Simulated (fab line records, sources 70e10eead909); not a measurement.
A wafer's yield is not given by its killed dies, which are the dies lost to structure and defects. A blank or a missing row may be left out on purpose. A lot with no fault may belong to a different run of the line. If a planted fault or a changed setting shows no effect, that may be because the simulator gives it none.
Commonality check across tools	flow nand-harc	Lots sampled 5, wafers sampled 15

WHY IT WAS OPENED
At NHARC_END_SORT_01 the reading killed-at-array is flagged on 2 of 5 lots. Fault-free wafers read 29, with a standard deviation of 11.
Rule: a lot is flagged when every wafer of it that has a number lies more than 4 standard deviations from that mean, or none has a number. The rest of the lots are taken to be sound.

lot	measured	on	killed-at-array, wafer by wafer	flag
L794	day 20 13:37	prober-02	42 23 34	
L798	day 21 04:28	prober-02	13 11 12	
L805	day 22 09:09	prober-02	185 131 156	FLAGGED
L806	day 22 17:23	prober-02	211 191 141	FLAGGED
L814	day 25 08:32	prober-01	27 29 33	
On average the flagged lots' numbers are 169, which is +140 against the usual, or +13 standard deviations.

LOT BY LOT: THE TOOL USED
The record holds 3 process steps before the reading, out of a route of 1159 steps. Read each cell as the tool, then ch plus the chambers that the sampled wafers visited, then the start.
lot	flag	NHARC_A_SGD_CUT_ETCHBACK_24	NHARC_A_SLIT_ETCH_24	NHARC_A_SLIT_ETCH_15
L794		rie-diel-13 ch 0,2,3, day 14 22:08	rie-diel-11 ch 1,2, day 15 01:47	rie-diel-11 ch 1,2,3, day 15 02:03
L798		rie-diel-13 ch 0,2, day 15 07:49	rie-diel-01 ch 0,2,3, day 15 13:13	rie-diel-01 ch 0,1,3, day 15 13:18
L805	FLAGGED	rie-diel-13 ch 1,2, day 17 10:11	rie-diel-01 ch 0,3, day 17 15:44	rie-diel-01 ch 0,1, day 17 15:50
L806	FLAGGED	rie-diel-02 ch 0,1,2, day 17 10:14	rie-diel-01 ch 0,1, day 17 14:08	rie-diel-01 ch 0,1,3, day 17 14:18
L814		rie-diel-13 ch 0,1,3, day 19 02:22	rie-diel-11 ch 1,2,3, day 19 09:23	rie-diel-11 ch 0,2,3, day 19 09:28
What the steps here do:
- NHARC_A_SGD_CUT_ETCHBACK_24: etches the open film in CH3F/O2, target depth 50 nm, time 92.857 s.
- NHARC_A_SLIT_ETCH_24: etches the open film in CF4/CHF3, target depth 121 nm, time 60.5 s.
- NHARC_A_SLIT_ETCH_15: etches the open film in O2/COS, target depth 3200 nm, time 832 s.
- NHARC_END_SORT_01

FLAGGED OVER TOTAL, TOOL BY TOOL (the gauges that took the reading come last)
step	tool	lots run	flagged	share of the flagged lots	sound lots run after its first flagged lot
NHARC_A_SGD_CUT_ETCHBACK_24	rie-diel-02	1	1	some	0
NHARC_A_SGD_CUT_ETCHBACK_24	rie-diel-13	4	1	some	1 (L814)
NHARC_A_SLIT_ETCH_24	rie-diel-01	3	2	all	0
NHARC_A_SLIT_ETCH_24	rie-diel-11	2	0	none	-
NHARC_A_SLIT_ETCH_15	rie-diel-01	3	2	all	0
NHARC_A_SLIT_ETCH_15	rie-diel-11	2	0	none	-
NHARC_END_SORT_01	prober-01	1	0	none	-
NHARC_END_SORT_01	prober-02	4	2	all	0

WHAT IS ALLOWED BY THE TABLE
In the table, 3 rows ran each flagged lot (rie-diel-01 at NHARC_A_SLIT_ETCH_24; rie-diel-01 at NHARC_A_SLIT_ETCH_15; prober-02 at NHARC_END_SORT_01).
- rie-diel-01 at NHARC_A_SLIT_ETCH_24 ran 3 lots, 2 of them flagged. It ran its last sound lot, L798, at day 15 13:13 and its first flagged lot, L806, at day 17 14:08: a fault with its onset between the two fits.
- rie-diel-01 at NHARC_A_SLIT_ETCH_15 ran 3 lots, 2 of them flagged. It ran its last sound lot, L798, at day 15 13:18 and its first flagged lot, L806, at day 17 14:18: a fault with its onset between the two fits. Its own readings (run-length-s) fall more than 4 standard deviations out on all wafers of the flagged lots.
- prober-02 at NHARC_END_SORT_01 ran 4 lots, 2 of them flagged. It ran its last sound lot, L798, at day 21 04:28 and its first flagged lot, L805, at day 22 09:09: a fault with its onset between the two fits.
These 2 tools cannot be told apart by counting lots, since each of them fits a fault that started at some hour. More lots, or a look at what each step does to the wafer, might.

WHAT HAD BEEN PUT IN BY THE SIMULATOR
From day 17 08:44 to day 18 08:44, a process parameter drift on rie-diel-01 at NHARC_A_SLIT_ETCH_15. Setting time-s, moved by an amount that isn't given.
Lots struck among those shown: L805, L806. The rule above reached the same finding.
